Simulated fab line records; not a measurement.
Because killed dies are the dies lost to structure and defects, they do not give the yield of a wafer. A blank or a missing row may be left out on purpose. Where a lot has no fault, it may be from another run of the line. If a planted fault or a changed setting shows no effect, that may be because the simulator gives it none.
Lot-split experiment ; flow n5_finfet ; route with 1938 steps; 7 lots, 39 wafers read

THE SPLIT
At N5_BEOL_M3_ETCH_70 (etches SOC in N2/H2, target depth 80 nm, overetch 16 nm, time 120 s), the setting time_s was moved away from the recipe's 120 s on 12 of the 39 wafers read, by -18.0% to +53.7%. This setting was run at the recipe's value on the other wafers.

The reading comes from the split's own step.

THE READING
SiARC_of_BEOL_M3_COAT_68.thk_nm (the simulator's own value, which no gauge read), in nm, at N5_BEOL_M3_ETCH_70 (etches SOC in N2/H2, target depth 80 nm, overetch 16 nm, time 120 s). There is no usual value for it anywhere in the file. The 27 wafers here that ran the recipe average 6.3 nm, standard deviation 0.1 nm.

wafer;tool, chamber at the split;time_s as run, s;against the recipe;SiARC_of_BEOL_M3_COAT_68.thk_nm, nm;against lot-mates on the recipe
L075.1;rie_diel-06, 1;120;recipe;6.2;-
L075.5;rie_diel-06, 1;120;recipe;6.2;-
L075.2;rie_diel-06, 2;120;recipe;6.6;-
L075.3;rie_diel-06, 0,2,0;120;recipe;6.4;-
L075.4;rie_diel-06, 0,2,0;120;recipe;6.4;-
L075.6;rie_diel-06, 0,2,0;120;recipe;6.4;-
L076.1;rie_diel-05, 1,2,1;120;recipe;6.4;-
L076.2;rie_diel-05, 1,2,1;120;recipe;6.4;-
L076.6;rie_diel-05, 1,2,1;120;recipe;6.4;-
L076.3;rie_diel-05, 3;155.1;+29.2%;4.6;-1.8
L076.4;rie_diel-05, 0,2;155.1;+29.2%;4.8;-1.6
L076.5;rie_diel-05, 0,2;155.1;+29.2%;4.8;-1.6
L080.1;rie_diel-02, 0;139.7;+16.4%;5.6;-0.8
L080.6;rie_diel-02, 0;139.7;+16.4%;5.6;-0.8
L080.2;rie_diel-02, 3;139.7;+16.4%;5.4;-1.0
L080.3;rie_diel-02, 2,1,3;120;recipe;6.4;-
L080.4;rie_diel-02, 2,1,3;120;recipe;6.4;-
L080.5;rie_diel-02, 2,1,3;120;recipe;6.4;-
L085.1;rie_diel-06, 2,0,2;120;recipe;6.4;-
L085.3;rie_diel-06, 2,0,2;120;recipe;6.4;-
L085.6;rie_diel-06, 2,0,2;120;recipe;6.4;-
L085.2;rie_diel-06, 1,3,3;120;recipe;6.2;-
L085.4;rie_diel-06, 1,3,3;120;recipe;6.2;-
L085.5;rie_diel-06, 1,3,3;120;recipe;6.2;-
L088.1;rie_diel-02, 1,3;120;recipe;6.4;-
L088.3;rie_diel-02, 1,3;120;recipe;6.4;-
L088.5;rie_diel-02, 1;120;recipe;6.2;-
L093.1;rie_diel-05, 1,0,3;98.4;-18.0%;7.4;+1.1
L093.2;rie_diel-05, 1,0,3;98.4;-18.0%;7.4;+1.1
L093.3;rie_diel-05, 1,0,3;98.4;-18.0%;7.4;+1.1
L093.4;rie_diel-05, 2;120;recipe;6.4;-
L093.5;rie_diel-05, 0,3;120;recipe;6.2;-
L093.6;rie_diel-05, 0,3;120;recipe;6.2;-
L096.1;rie_diel-06, 2,3,3;120;recipe;6.4;-
L096.4;rie_diel-06, 2,3,3;120;recipe;6.4;-
L096.5;rie_diel-06, 2,3,3;120;recipe;6.4;-
L096.2;rie_diel-06, 1;184.4;+53.7%;3.2;-3.2
L096.3;rie_diel-06, 0,2;184.4;+53.7%;3.4;-3.0
L096.6;rie_diel-06, 0,2;184.4;+53.7%;3.4;-3.0
The file does not say which wafer passed through which chamber wherever a row lists several chambers: such a row stands for several wafers.

FIT RESULTS
A straight line over all 39 wafers: SiARC_of_BEOL_M3_COAT_68.thk_nm changes by -0.056 nm for each +1% of time_s; r = -0.99; the points scatter about the line by 0.1 nm.
The same after taking each lot's own level away (the mean of its wafers on the recipe; 39 wafers): -0.0576 nm for each +1%; r = -1.00; scatter 0.097 nm.
According to that fit, moving time_s by its largest amount changes the reading by 3.1 nm.
From 6.27 to 6.40 nm: that is the span of the lots' own levels, equal to 1.3 times the standard deviation above.
The two slopes are in agreement: the lot-to-lot level therefore moves the slope only a little.
Check: -3.04 nm against its lot-mates is what the line predicts for one of the wafers moved furthest among these (+53.7%) when that wafer is left out of the fit. It came out at -3.2 nm against them.

FURTHER SPLITS ON THESE WAFERS
Note: prior to the reading, these wafers also went through further splits. Each is held against what the fit with the lots' levels taken away leaves over:
other split on the same wafers;wafers away from the commonest value;r with SiARC_of_BEOL_M3_COAT_68.thk_nm (lot level and that fit taken away)
N5_SD_EPI_P_EPI_21 time_s;9;-0.22
N5_BEOL_M0_SAQP_ETCH_84 time_s;15;+0.00
N5_BEOL_M1_ALD_84 ald_cycles;15;+0.15

THE FILE'S OWN FIT
SiARC_of_BEOL_M3_COAT_68.thk_nm changes by -0.0573 nm for each +1% of time_s, r = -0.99.
